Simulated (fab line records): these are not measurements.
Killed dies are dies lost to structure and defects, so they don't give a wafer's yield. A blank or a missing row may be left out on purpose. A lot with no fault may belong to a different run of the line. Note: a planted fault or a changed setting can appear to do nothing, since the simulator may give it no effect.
Lot-split experiment | flow n5 finfet | 39 wafers read from 7 lots, route of 1938 steps

## THE SPLIT ITSELF
At N5_BEOL_M4_VIA_ETCH_34 (etches the open film in C4F6/O2, target depth 69.4 nm, time 65.9 s), the setting target depth a was moved away from the recipe's 694 angstrom on 12 of the 39 wafers read, by -41.4% to +29.1%. The other wafers ran this setting at the recipe's value.

The split's own step is where the reading is taken.

## THE READING
SOC_of_BEOL_M4_COAT_67.thk nm (the simulator's own value, which no gauge read), in nm, at N5_BEOL_M4_VIA_ETCH_34 (etches the open film in C4F6/O2, target depth 69.4 nm, time 65.9 s). The file does not state a usual value for it. Average 51.8 nm, standard deviation 0.31 nm, over the 27 wafers here run with the recipe.

wafer  | tool, chamber at the split | target depth a as run, angstrom | against the recipe | SOC_of_BEOL_M4_COAT_67.thk nm, nm | against lot-mates on the recipe
L078.1 | rie diel-02, 3             | 694                             | recipe             | 52.2                              | -
L078.2 | rie diel-02, 1             | 694                             | recipe             | 52                                | -
L078.3 | rie diel-02, 2             | 896.2                           | +29.1%             | 49.8                              | -2.1
L078.4 | rie diel-02, 0             | 694                             | recipe             | 51.6                              | -
L078.5 | rie diel-02, 2             | 896.2                           | +29.1%             | 49.8                              | -2.1
L078.6 | rie diel-02, 3             | 896.2                           | +29.1%             | 49.6                              | -2.3
L085.1 | rie diel-02, 0             | 694                             | recipe             | 51.8                              | -
L085.2 | rie diel-02, 1             | 694                             | recipe             | 51.8                              | -
L085.3 | rie diel-02, 2             | 694                             | recipe             | 51.8                              | -
L085.4 | rie diel-02, 3             | 694                             | recipe             | 51.8                              | -
L085.5 | rie diel-02, 0             | 694                             | recipe             | 51.6                              | -
L085.6 | rie diel-02, 3             | 694                             | recipe             | 51.4                              | -
L084.2 | rie diel-05, 1             | 694                             | recipe             | 51.6                              | -
L084.4 | rie diel-05, 0             | 694                             | recipe             | 51.4                              | -
L084.5 | rie diel-05, 0             | 694                             | recipe             | 51.2                              | -
L087.1 | rie diel-06, 0             | 694                             | recipe             | 52                                | -
L087.2 | rie diel-06, 2             | 694                             | recipe             | 52.4                              | -
L087.3 | rie diel-06, 1             | 694                             | recipe             | 52.2                              | -
L087.4 | rie diel-06, 3             | 694                             | recipe             | 52                                | -
L087.5 | rie diel-06, 1             | 694                             | recipe             | 52                                | -
L087.6 | rie diel-06, 2             | 694                             | recipe             | 52.4                              | -
L089.1 | rie diel-05, 1             | 406.6                           | -41.4%             | 55.2                              | +3.3
L089.2 | rie diel-05, 0             | 694                             | recipe             | 51.6                              | -
L089.3 | rie diel-05, 3             | 694                             | recipe             | 52                                | -
L089.4 | rie diel-05, 2             | 694                             | recipe             | 52                                | -
L089.5 | rie diel-05, 3             | 406.6                           | -41.4%             | 55                                | +3.1
L089.6 | rie diel-05, 0             | 406.6                           | -41.4%             | 55.2                              | +3.3
L093.1 | rie diel-05, 0             | 489.6                           | -29.5%             | 53.8                              | +2.1
L093.2 | rie diel-05, 2             | 489.6                           | -29.5%             | 54.4                              | +2.7
L093.3 | rie diel-05, 1             | 694                             | recipe             | 52                                | -
L093.4 | rie diel-05, 3             | 694                             | recipe             | 51.8                              | -
L093.5 | rie diel-05, 0             | 694                             | recipe             | 51.2                              | -
L093.6 | rie diel-05, 1             | 489.6                           | -29.5%             | 54.2                              | +2.5
L095.1 | rie diel-06, 3             | 513.3                           | -26.0%             | 54                                | +2.1
L095.2 | rie diel-06, 1             | 694                             | recipe             | 51.8                              | -
L095.3 | rie diel-06, 0             | 513.3                           | -26.0%             | 53.8                              | +1.9
L095.4 | rie diel-06, 0             | 513.3                           | -26.0%             | 53.6                              | +1.7
L095.5 | rie diel-06, 1             | 694                             | recipe             | 52                                | -
L095.6 | rie diel-06, 3             | 694                             | recipe             | 51.8                              | -

THE FIT
A straight line over all 39 wafers: SOC_of_BEOL_M4_COAT_67.thk nm changes by -0.0768 nm for each +1% of target depth a; r = -0.98; the points scatter about the line by 0.28 nm.
The same after taking each lot's own level away (the mean of its wafers on the recipe; 39 wafers): -0.0782 nm for each +1%; r = -0.99; scatter 0.2 nm.
On that fit, the largest move of target depth a shifts the reading by 3.2 nm.
From 51.40 to 52.17 nm: that is the span of the lots' own levels, equal to 2.5 times the standard deviation above.
So the lot-to-lot level changes the slope little: the two slopes agree.
Check: +3.24 nm against its lot-mates is what the line predicts for one of the wafers moved furthest among these (-41.4%) when that wafer is left out of the fit. Against them it came out at +3.33 nm.

## FURTHER SPLITS ON THESE WAFERS
These wafers also went through other splits before the reading. Each is held against what the fit with the lots' levels taken away leaves over:
other split on the same wafers            | wafers away from the commonest value | r with SOC_of_BEOL_M4_COAT_67.thk nm (lot level and that fit taken away)
N5_SD_EPI_N_DESCUM_14 time s              | 9                                    | +0.07
N5_HKMG_FIN_ALD_72 ald cycles             | 15                                   | +0.10
N5_MOL_CONTACT_COAG_PECVD_31 time s       | 15                                   | -0.06
N5_BEOL_M0_SAQP_DEVELOP_13 develop time s | 15                                   | -0.03

## THE WHOLE CHAIN: every reading that the file lists as answering this split, in the file's order
step                   | what it does                                                       | reading                                                                        | change (the file's fit)                | r (the file's)
N5_BEOL_M4_VIA_ETCH_34 | etches the open film in C4F6/O2, target depth 69.4 nm, time 65.9 s | etch.depth nm (the simulator's own value, which no gauge read)                 | +0.675 nm for each +1% of the setting  | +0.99
N5_BEOL_M4_VIA_ETCH_34 | etches the open film in C4F6/O2, target depth 69.4 nm, time 65.9 s | SOC_of_BEOL_M4_COAT_67.thk nm (the simulator's own value, which no gauge read) | -0.0784 nm for each +1% of the setting | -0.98

## THE FILE'S OWN FIT
SOC_of_BEOL_M4_COAT_67.thk nm changes by -0.0784 nm for each +1% of target depth a, r = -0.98.
